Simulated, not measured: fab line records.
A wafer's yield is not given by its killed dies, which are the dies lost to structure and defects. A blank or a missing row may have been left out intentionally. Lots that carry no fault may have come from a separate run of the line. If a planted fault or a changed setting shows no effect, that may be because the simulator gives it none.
fab line records	flow n5_finfet
record lots=5	wafers=14	last_day=17
route steps=1938 shown HKMG_FIN@433 GATE_CUT@465 BEOL_M4@1111 PASSIVATION@1936
lots that met no fault: from a run of the same line without faults
start_h: the number of hours between the record's first day and the start of the first shown wafer of the lot	wait_h: hours since the lot's step before	" identical to the entry in the row above	L1.1+2: a single row standing in for several wafers	- no value, or no start was given	* or withheld: withheld	< > ~ a bound
route shown NAME@n: names a module that has steps shown in the file, with the first one's number in the route	usual: mean/standard deviation taken from wafers without a fault	same: alike in all rows	chamber/n: place in a boat	sites: each site's reading	_std_site: how widely they spread, as a standard deviation	_edge_site: mean of outer sites minus mean of inner sites	radius_mm: for every site, how far away it sits from the centre of the wafer	mask NAME#n: copy n	behind: the tool/chamber that last shaped the wafer	hold: cause of the lot's hold/its duration in hours/its outcome	device: which transistor (n, p or np) failed to switch	end of line: the same wafers' tests at the end of the route	step lacking rows: just its recipe	killed: at the first sort, the dies lost to defects and structure; wafer yield is something else	map: dies across one wafer; x = killed, . = not, _ = none there
set.NAME: the setting that was run; set.NAME@STEP: the one run at that earlier step	model.NAME: the simulator's own value behind a step, which no gauge read
lots at selected steps of the route; one table per step, one row per wafer
services: from which hour (start_h, from the record's first day; less than 0 if before it) a tool's chamber was out of use, for how many hours, and why
## steps
# step N5_HKMG_FIN_DESCUM_17
# recipe chemistry=O2	time_s=7.9	source_power_w=50	bias_power_w=20	pressure_mtorr=20	rf_frequency_hz=2.712e+07	temp_c=40	resist=CAR-ArF	o2_flow_sccm=225
# step N5_HKMG_FIN_ETCH_31
# recipe chemistry=CF4	target=SiARC	target_depth_a=455	mask_material=CAR-ArF	time_s=75.8	ion_energy_ev=80	pressure_mtorr=40	source_w=545	bias_w=36	Ar_flow_sccm=100	cf4_flow_sccm=100	ends=cleared
# step N5_HKMG_FIN_ETCH_32
# recipe chemistry=N2/H2	target=SOC	target_depth_a=2400	temp_c=40	time_s=300	ion_energy_ev=200	mask_material=SiARC	pressure_mtorr=30	source_w=840	bias_w=150	n2_flow_sccm=200	h2_flow_sccm=200
# step N5_HKMG_FIN_STRIP_33
# recipe chemistry=N2/H2	temp_c=40	n2_flow_sccm=200	h2_flow_sccm=200	rf_frequency_hz=6e+07
# step N5_HKMG_FIN_STRIP_34
# recipe chemistry=CF4	resist=SiARC	power_w=300	bias_power_w=75	pressure_mtorr=50	cf4_flow_sccm=150	rf_frequency_hz=6e+07
# step N5_HKMG_FIN_ETCH_35
# recipe chemistry=N2/H2	target=SOC	target_depth_a=2158	ion_energy_ev=65	bias_w=5	source_w=3000	time_s=243.4	pressure_mtorr=30	n2_flow_sccm=200	h2_flow_sccm=200
# step N5_HKMG_FIN_STRIP_92
# recipe chemistry=N2/H2	material=SOC	time_s=20	power_w=500	temp_c=40	pressure_mtorr=50	rf_frequency_hz=6e+07	bias_power_w=8	h2_frac=0.5	n2_flow_sccm=300	h2_flow_sccm=300
# step N5_HKMG_FIN_WET_ETCH_18
# recipe chemistry=SC1	target=TiN	mix=1:1:5	temp_c=*	time_s=55	target_depth_nm=5.2	dry=ipa_marangoni	rinse_time_s=30	rinse_temp_c=23
# step N5_HKMG_FIN_STRIP_19
# recipe chemistry=N2/H2	power_w=2500	temp_c=300	h2_frac=0.65	time_s=360	pressure_mtorr=withheld	n2_flow_sccm=1750	h2_flow_sccm=3250
# step N5_HKMG_FIN_ALD_91
# recipe material=TiN	target_thk_a=10	temp_c=400	ald_precursor_family=TiCl4	ald_co_reactant=NH3	pulse_time_s=1	purge_time_s=3	co_reactant_purge_time_s=2	co_reactant_pulse_time_s=2	ald_cycles=47	pressure_torr=3
# usual ald_cycles=47/0	heater_power_w=885/58	precursor_pulse_height_rel=1.000/0.022	susceptor_temp_C=399.99/0.22
lot.wafer	tool	chamber	start_h	wait_h	ald_cycles	heater_power_w	precursor_pulse_height_rel	susceptor_temp_C	model.TiN_of_HKMG_FIN_ALD_91.thk_nm
L952.4	ald_metal-02	0	154.35	0.1	26	829	0.984	-	0.6
L952.5	"	2	"	"	47	796	1.004	399.92	1
L952.6	"	3	"	"	47	832	1.018	400.50	1
L953.1	ald_metal-02	0	161.20	0.3	26	829	0.996	-	0.6
L953.4	"	3	"	"	26	814	0.978	-	0.6
L954.3	ald_metal-02	2	166.13	0.1	47	810	0.992	400.29	1
L954.4	"	1	"	"	26	973	1.009	-	0.6
L954.6	"	3	"	"	47	837	1.036	399.65	1
L957.4	ald_metal-01	2	182.59	0.1	47	835	0.993	400.18	1
L957.5	"	0	"	"	47	915	0.946	400.53	1
L957.6	"	3	"	"	47	773	1.033	399.66	1
L961.1	ald_metal-01	0	210.64	0.3	47	930	1.006	399.91	1
L961.4	"	1	"	"	47	922	0.977	399.59	1
L961.5	"	0	"	"	47	934	0.996	399.99	1
# step N5_HKMG_FIN_COAT_85
# recipe resist=SOC	temp_c=250	time_s=60	spin_rpm=1500	resist_thk_nm=300
# step N5_HKMG_FIN_ETCH_86
# recipe chemistry=N2/H2	target=SOC	target_depth_a=3932	stop_on=TiN	ion_energy_ev=100	bias_w=61	pressure_mtorr=30	source_w=850	n2_flow_sccm=200	h2_flow_sccm=200
# step N5_HKMG_FIN_STRIP_89
# recipe chemistry=N2/H2	material=SOC	time_s=20	power_w=500	temp_c=40	pressure_mtorr=50	rf_frequency_hz=6e+07	bias_power_w=8	h2_frac=0.5	n2_flow_sccm=300	h2_flow_sccm=300
# step N5_HKMG_FIN_WET_ETCH_87
# recipe chemistry=SC1	target=TiN	mix=1:2:40	temp_c=50	time_s=154.2	target_depth_nm=4.7	dry=ipa_marangoni	rinse_time_s=30	rinse_temp_c=23
# step N5_HKMG_FIN_STRIP_88
# recipe chemistry=N2/H2	power_w=2500	temp_c=300	h2_frac=0.65	time_s=360	pressure_mtorr=withheld	n2_flow_sccm=1750	h2_flow_sccm=3250
# step N5_HKMG_FIN_NWFM_ALD_20
# recipe material=TiAlC	target_thk_a=20	temp_c=300	ald_precursor_family=TiCl4	ald_co_reactant=TEA	pulse_time_s=3	purge_time_s=2	co_reactant_purge_time_s=2	co_reactant_pulse_time_s=10	ald_cycles=7	pressure_torr=3
# step N5_HKMG_FIN_ALD_71
# recipe material=TiN	target_thk_a=10	temp_c=400	ald_precursor_family=TiCl4	ald_co_reactant=NH3	pulse_time_s=1	purge_time_s=3	co_reactant_purge_time_s=2	co_reactant_pulse_time_s=2	ald_cycles=47	pressure_torr=3
# step N5_HKMG_FIN_COAT_66
# recipe resist=SOC	temp_c=250	time_s=60	spin_rpm=1500	resist_thk_nm=300
# step N5_HKMG_FIN_ETCH_67
# recipe chemistry=N2/H2	target=SOC	target_depth_a=3889	stop_on=TiN	ion_energy_ev=100	bias_w=61	pressure_mtorr=30	source_w=850	n2_flow_sccm=200	h2_flow_sccm=200
# step N5_HKMG_FIN_STRIP_90
# recipe chemistry=N2/H2	material=SOC	time_s=20	power_w=500	temp_c=40	pressure_mtorr=50	rf_frequency_hz=6e+07	bias_power_w=8	h2_frac=0.5	n2_flow_sccm=300	h2_flow_sccm=300
# step N5_HKMG_FIN_WET_ETCH_73
# recipe chemistry=SC1	mix=1:2:40	temp_c=50	time_s=42.3	target_depth_nm=1.3	dry=ipa_marangoni	rinse_time_s=30	rinse_temp_c=23
# step N5_HKMG_FIN_ETCHBACK_68
# recipe chemistry=Cl2/Ar	stop_on=HfO2	target_depth_a=5	pressure_mtorr=10	icp_w=600	bias_w=60	Cl2_flow_sccm=40	Ar_flow_sccm=60
# step N5_HKMG_FIN_STRIP_69
# recipe chemistry=N2/H2	power_w=2500	temp_c=300	h2_frac=0.65	time_s=360	pressure_mtorr=withheld	n2_flow_sccm=1750	h2_flow_sccm=3250
# step N5_HKMG_FIN_ALD_21
# recipe material=TiN	target_thk_a=15	temp_c=400	ald_precursor_family=TiCl4	ald_co_reactant=NH3	pulse_time_s=1	purge_time_s=3	co_reactant_purge_time_s=2	co_reactant_pulse_time_s=2	ald_cycles=68	pressure_torr=3
# step N5_HKMG_FIN_ALD_72
# recipe material=W	target_thk_a=20	temp_c=300	pressure_torr=7.5	ald_precursor_family=WF6	ald_co_reactant=B2H6	pulse_time_s=1	purge_time_s=2	co_reactant_purge_time_s=2	co_reactant_pulse_time_s=3	ald_cycles=7
# step N5_HKMG_FIN_W_FILL_22
# recipe material=W	target_thk_a=600	temp_c=400	pressure_torr=39.4	time_s=18.2
# step N5_HKMG_FIN_PRECLEAN_83
# recipe chemistry=DIW	time_s=57.5	temp_c=23
# step N5_HKMG_FIN_SRD_84
# recipe dry_time_s=32	dry=n2_spin	spin_rpm=1500
# step N5_HKMG_FIN_CMP_23
# recipe stop_on=SiNx	t_overpolish_s=10	post_cmp_clean=rinse_only	down_force_psi=4	platen_rpm=50.289	pad_velocity_m_s=1.0006	target_thk_nm=46.326
# step N5_HKMG_FIN_CMP_94
# recipe stop_on=SiNx	post_cmp_clean=w_dilute_nh4oh	t_overpolish_s=4.7	down_force_psi=4	platen_rpm=50.289	pad_velocity_m_s=1.0006	target_thk_nm=43.299
# step N5_GATE_CUT_ETCHBACK_00
# recipe chemistry=SF6/Cl2	target=W	pressure_mtorr=8	icp_w=900	bias_w=80	SF6_flow_sccm=40	Cl2_flow_sccm=60
# step N5_GATE_CUT_ETCH_56
# recipe chemistry=Cl2/Ar	target=TiN	target_depth_a=216	pressure_mtorr=10	icp_w=600	bias_w=60	Cl2_flow_sccm=40	Ar_flow_sccm=60
# step N5_GATE_CUT_ETCHBACK_30
# recipe chemistry=Cl2/Ar	target=TiN	target_depth_a=30	mode=isotropic	pressure_mtorr=10	icp_w=600	bias_w=60	Cl2_flow_sccm=40	Ar_flow_sccm=60
# step N5_GATE_CUT_VAPOR_ETCH_60
# recipe chemistry=BCl3/Cl2	target=HfO2	mode=isotropic
# step N5_GATE_CUT_ETCH_58
# recipe chemistry=CH3F/O2	target=SiNx	target_depth_a=170	time_s=128.6	ion_energy_ev=50	pressure_mtorr=30	source_w=415	bias_w=21	Ar_flow_sccm=150	CH3F_flow_sccm=30	O2_flow_sccm=20
# step N5_GATE_CUT_STRIP_59
# recipe chemistry=N2/H2	time_s=20	power_w=100	temp_c=40	pressure_mtorr=100	rf_frequency_hz=6e+07	bias_power_w=3	n2_flow_sccm=300	h2_flow_sccm=300
# step N5_GATE_CUT_PRECLEAN_31
# recipe temp_c=23	chemistry=DIW	time_s=300
# step N5_BEOL_M4_RC_MEAS_101
# usual DIBL_N=37.5/2	DIBL_P=37.5/2.5	IGATE_N=0.0122/0.0017	IOFF_N=0.18/0.042	IOFF_N_85C=3.5/0.67	IOFF_N_LIN=0.080/0.015	IOFF_N_LONG=5.53e-05/2.1e-06	IOFF_P=0.24/0.046	IOFF_P_85C=4.0/0.65	IOFF_P_LIN=0.107/0.016	IOFF_P_LONG=0.000104/8.1e-06	ION_N=677/15	ION_P=464/9.5	SS_N=72.0/0.76	SS_P=73.6/0.79	VT_N=249/3.5	VT_N_LONG=275.3/1.9	VT_N_LVT=98/3.6	VT_P=-249/3.2	VT_P_LONG=-275.6/2.7	VT_P_LVT=-98/3
lot.wafer	tool	chamber	start_h	wait_h	DIBL_N[mV/V]	DIBL_P[mV/V]	IGATE_N[nA/um]	IOFF_N[nA/um]	IOFF_N_85C[nA/um]	IOFF_N_LIN[nA/um]	IOFF_N_LONG[nA/um]	IOFF_P[nA/um]	IOFF_P_85C[nA/um]	IOFF_P_LIN[nA/um]	IOFF_P_LONG[nA/um]	ION_N[uA/um]	ION_P[uA/um]	SS_N[mV/dec]	SS_P[mV/dec]	VT_N[mV]	VT_N_LONG[mV]	VT_N_LVT[mV]	VT_P[mV]	VT_P_LONG[mV]	VT_P_LVT[mV]
L953.1	prober-02	0	244.72	0.0	34.6	33.6	0.0180	0.97	13.5	0.454	0.0003427	0.10	1.9	0.048	7.3e-05	786	428	71.9	73.6	197	219.1	44	-269	-290.6	-117
L953.4	"	0	"	"	38.6	39.3	0.0169	1.63	20.9	0.705	0.0003358	0.15	2.7	0.066	7e-05	820	445	72.4	74.2	188	217.3	37	-262	-291.2	-111
L952.4	prober-02	0	247.66	0.5	38.5	38.1	0.0187	1.47	19.8	0.616	0.0003325	0.12	2.3	0.053	6.8e-05	788	426	73.3	74.0	191	219.9	37	-271	-297.3	-116
L952.5	"	0	"	"	38.6	39.0	0.0145	0.20	3.8	0.086	5.56e-05	0.24	4.1	0.104	9.9e-05	684	460	72.6	74.3	249	272.4	94	-250	-278.4	-98
L952.6	"	0	"	"	36.4	36.3	0.0129	0.17	3.3	0.078	5.48e-05	0.21	3.7	0.096	9.9e-05	672	459	71.6	73.0	253	275.1	94	-252	-279.1	-98
L954.3	prober-01	0	248.52	0.3	39.5	39.5	0.0124	0.21	4.0	0.094	5.58e-05	0.27	4.5	0.119	0.000109	694	472	72.1	73.6	245	273.1	97	-245	-275.9	-98
L954.4	"	0	"	"	35.8	34.5	0.0163	1.04	15.2	0.504	0.0003378	0.10	1.9	0.048	6.6e-05	789	433	71.5	73.6	194	216.1	45	-268	-290.4	-120
L954.6	"	0	"	"	39.7	40.4	0.0129	0.23	4.2	0.100	5.4e-05	0.30	4.9	0.128	0.000107	692	472	71.9	74.5	245	273.7	94	-247	-275.2	-97
L957.4	prober-01	0	274.13	0.5	40.1	39.0	0.0136	0.21	4.0	0.089	5.61e-05	0.26	4.4	0.118	0.000111	674	465	72.5	73.9	246	275.1	99	-244	-272.8	-97
L957.5	"	0	"	"	40.2	38.9	0.0115	0.20	3.9	0.085	5.74e-05	0.27	4.5	0.120	0.000115	671	464	72.6	74.6	248	274.8	99	-246	-272.7	-97
L957.6	"	0	"	"	38.5	38.0	0.0167	0.18	3.5	0.083	5.62e-05	0.27	4.4	0.120	0.000112	680	470	72.1	73.4	248	275.1	98	-247	-272.9	-97
L961.1	prober-01	0	305.25	0.0	39.0	37.2	0.0091	0.21	3.9	0.080	5.49e-05	0.22	3.6	0.095	9.3e-05	659	448	72.9	74.2	250	275.9	96	-253	-276.1	-98
L961.4	"	0	"	"	37.8	37.0	0.0123	0.19	3.6	0.085	5.65e-05	0.22	3.7	0.098	0.0001	703	469	72.0	73.6	248	275.9	94	-250	-274.9	-97
L961.5	"	0	"	"	37.5	37.1	0.0111	0.18	3.5	0.084	5.68e-05	0.21	3.6	0.096	0.000103	693	473	71.9	73.5	246	276.0	93	-253	-275.8	-98
# step N5_PASSIVATION_PROBE_49
# usual defect_limited_yield=91.8/1.5	killed_at_M0_to_M3=33/11	killed_at_M4_up=13/5	killed_at_contacts=11/5.6	killed_at_front_end=36/12	killed_at_other=3.4/2.5	killed_dies=97/18	killed_open=64/13	killed_short=31/6.9	sort_bin_4_leakage=0.01/0.048	sort_bin_5_function=4.8/1	sort_bin_6_memory=3.1/0.64	sort_n_pass=1083/18	sort_yield_pct=91.8/1.5
# same gross_dies=1180	killed_at_back_side=0	sort_bin_8_speed[%]=0
lot.wafer	tool	chamber	start_h	wait_h	defect_limited_yield[%]	killed_at_M0_to_M3	killed_at_M4_up	killed_at_contacts	killed_at_front_end	killed_at_other	killed_dies	killed_open	killed_short	sort_bin_4_leakage[%]	sort_bin_5_function[%]	sort_bin_6_memory[%]	sort_n_pass	sort_yield_pct[%]
L952.4	prober-02	-	348.07	0.2	79.4	40	18	17	164	4	243	72	33	79.41	5.8	2.9	0	0
L952.6	prober-02	-	348.17	0.3	91.9	22	14	20	34	6	96	60	34	0	4.9	3.1	1084	91.9
L954.4	prober-02	-	352.80	0.2	74.5	43	15	6	235	2	301	119	38	74.49	7.5	5.6	0	0
L954.6	prober-02	-	352.90	0.3	88.4	34	20	3	73	7	137	92	41	0	6.2	5.0	1043	88.4
L953.1	prober-02	-	355.35	0.0	83.9	40	14	5	128	3	190	58	39	83.90	4.6	3.5	0	0
L953.4	prober-02	-	355.50	0.2	93.1	35	11	0	29	6	81	45	35	93.14	3.9	2.7	0	0
# killed by level:class
L952.4 HKMG_FIN:area_ald=135 BEOL_M0_SAQP:geometric_particle:short=15 BEOL_M0_SAQP:geometric_particle:open=13 MOL_CONTACT_COAG:geometric_particle:open=10 BEOL_M1:geometric_particle:open=8 FIN_SAQP:geometric_particle:open=7 STI_FIN_REVEAL:geometric_particle:open=7 BEOL_M4:geometric_particle:open=6
L952.6 MOL_CONTACT_COAG:geometric_particle:open=17 BEOL_M0_SAQP:geometric_particle:open=11 FIN_SAQP:geometric_particle:short=10 FIN_SAQP:geometric_particle:open=8 BEOL_M0_SAQP:geometric_particle:short=8 DUMMY_GATE:geometric_particle:open=6 BEOL_M5:geometric_particle:open=4 BEOL_M4:geometric_particle:open=3
L954.4 HKMG_FIN:area_ald=142 FIN_SAQP:geometric_particle:open=40 FIN_SAQP:geometric_particle:short=12 GATE_CUT:geometric_particle:open=11 BEOL_M2:geometric_particle:open=11 BEOL_M0_SAQP:geometric_particle:open=9 DUMMY_GATE:geometric_particle:open=8 GATE_CUT:geometric_particle:short=8
L954.6 STI_FIN_REVEAL:geometric_particle:open=25 FIN_SAQP:geometric_particle:open=16 BEOL_M4:geometric_particle:open=10 FIN_SAQP:geometric_particle:short=9 GATE_CUT:geometric_particle:short=8 BEOL_M0_SAQP:geometric_particle:open=6 BEOL_M3:geometric_particle:open=6 DUMMY_GATE:geometric_particle:open=5
L953.1 HKMG_FIN:area_ald=91 BEOL_M0_SAQP:geometric_particle:short=14 STI_FIN_REVEAL:geometric_particle:open=9 BEOL_M0_SAQP:geometric_particle:open=9 STARTING-WAFER:geometric_particle:open=7 DUMMY_GATE:geometric_particle:short=5 BEOL_M8:geometric_particle:open=4 GATE_CUT:geometric_particle:short=4
L953.4 BEOL_M2:geometric_particle:open=10 STI_FIN_REVEAL:geometric_particle:open=6 BEOL_M0_SAQP:geometric_particle:short=6 BEOL_M0:geometric_particle:short=6 FIN_SAQP:geometric_particle:short=5 BEOL_M0_SAQP:geometric_particle:open=5 BEOL_M4:geometric_particle:open=5 BEOL_M2:geometric_particle:short=4
# map L952.4 (x killed, . not)
_________________......x.....________________
______________.................x_____________
___________......x........x........__________
__________x...........x......x......_________
________.......x.....x...........x...._______
_______.................x..........x...______
______................x..x..x.......x.x._____
_____.........x....x.x.....x..........x..____
____.......x........xx....x.....x.........___
___x........x.xx....x....x...x.....x.......__
___...x..x....x.x.x...x.x...x...x.....x....__
__xx...........x.x..xx....xxxx.............._
__...x.x...x...xx.x.x.....x..x.x.x.......x.._
_..........x...x...x..x..x...x...xx..........
_.....x.......x.x...xx......x.x.x..x.........
_......xx.....x..x..xx...x.xxx.x......x.x....
_.............x...xx.xx.xx....xx.............
_..xx....x..xx..xx....xx.x.x.x...............
_...........xx.x.xx.xxxxxx.x.x..x........x...
_..x..xxx....x.x...xxxxxx...x.xxx..x.......xx
_......x....x...x...xx......xxxx......x..xx..
__x......xx...x....xxxxx..xx.x.xx......x.x.._
__x............x...xxxx..x.x...x.......x...._
___.x.......x...xxxx.......x...xx.x.x...x..__
___.......x.......x...x.x.....x.xx.........__
____................xxx.........x.x.......___
_____........x..x.x.x.x.......x...x.....x____
______..........xx..x....x.x.x.........._____
_______............xx...x.x...x........______
________.....x........................_______
__________.............x..x....x...._________
___________....x.....xx...x........__________
______________.................._____________
_________________..x....x....________________
# map L953.1 (x killed, . not)
_________________x.x.........________________
______________....x.......xx...._____________
___________....x..................x__________
__________................x........._________
________...........x.................._______
_______..x.....x.x....x........x.x..x..______
______...x.........x.x.....x.........x.._____
_____..x.................................____
____....x......x.x..x.x............x......___
___.................x..x.x...x.............__
___......x......xx..x.....x................__
__....x....x.xx..x...........x.....x........_
__......x......x..xxxx.x...x.....x..x......._
_....x..x....x...xxx.xx.......xx..x.....x....
_......x..x..x......xx....x....x..........xx.
_x...x.........x.x.....x....x....x...........
_.....x.......x.....x.x.x.x.xx....x..........
_......x.....xx.x...x..x..xxx...x............
_......x..xxx......xxx..xxxx.x.xx.x.xx......x
_............x..x...xxxx...xxx.xxx..x........
_....x.x.......x..x.x..xxx...x...x.x.........
__..xx.......x.x....xx.x..............xx...._
__....x...........x..x.x.x...............x.._
___x............x..x.x......x.x............__
___...x.....x....................x.........__
____..x.x.....x...x................x......___
_____............................xx......____
______.................x..x....x.....x.._____
_______.............x..x............x..______
________...x............x............._______
__________.............xx.........x._________
___________...x...............x....__________
______________.................._____________
_________________.......x..x.________________
## services
tool	chamber	start_h	hours	kind
ald_metal-02	2	158.74	5.2	repair
ald_metal-02	0	206.22	49.9	repair
## key
first_sign step=N5_HKMG_FIN_ALD_91	reading=ald_cycles	direction=down	sigmas=99+	usual=*	struck=*
effect step=N5_BEOL_M4_RC_MEAS_101	reading=IOFF_N_LONG	direction=up	sigmas=99+	usual=5.53e-05	struck=0.0003372
effect step=N5_BEOL_M4_RC_MEAS_101	reading=IOFF_N_LIN	direction=up	sigmas=34	usual=0.080	struck=0.570
effect step=N5_BEOL_M4_RC_MEAS_101	reading=VT_N_LONG	direction=down	sigmas=31	usual=275.3	struck=218.1
effect step=N5_BEOL_M4_RC_MEAS_101	reading=IOFF_N	direction=up	sigmas=26	usual=0.18	struck=1.28
effect step=N5_BEOL_M4_RC_MEAS_101	reading=IOFF_N_85C	direction=up	sigmas=21	usual=3.5	struck=17.4
effect step=N5_BEOL_M4_RC_MEAS_101	reading=VT_N_LVT	direction=down	sigmas=16	usual=98	struck=41
effect step=N5_BEOL_M4_RC_MEAS_101	reading=VT_N	direction=down	sigmas=16	usual=249	struck=193
effect step=N5_BEOL_M4_RC_MEAS_101	reading=ION_N	direction=up	sigmas=8	usual=677	struck=796
effect step=N5_BEOL_M4_RC_MEAS_101	reading=VT_P_LONG	direction=down	sigmas=6.2	usual=-275.6	struck=-292.4
effect step=N5_BEOL_M4_RC_MEAS_101	reading=VT_P_LVT	direction=down	sigmas=6	usual=-98	struck=-116
effect step=N5_BEOL_M4_RC_MEAS_101	reading=VT_P	direction=down	sigmas=5.8	usual=-249	struck=-268
effect step=N5_BEOL_M4_RC_MEAS_101	reading=IOFF_P_LONG	direction=down	sigmas=4.2	usual=0.000104	struck=6.9e-05
effect step=N5_PASSIVATION_PROBE_49	reading=sort_bin_4_leakage	direction=up	sigmas=99+	usual=0.01	struck=82.73
model_effect step=N5_HKMG_FIN_ALD_91	value=TiN_of_HKMG_FIN_ALD_91.thk_nm	without=1	struck=0.6
more_kills_born_at N5_HKMG_FIN_ALD_91@ald_metal-02=368
met_at N5_HKMG_FIN_ALD_91
struck_wafers L952.4,L953.1,L953.4,L954.4
fault kind=process_parameter_drift	tool=ald_metal-02	chamber=-	onset_h=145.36	steps=N5_HKMG_FIN_ALD_91	channel=ald_cycles	offset=*	shape=step	end_h=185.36	scope=struck_wafers_only	acts_in=*	stated=*
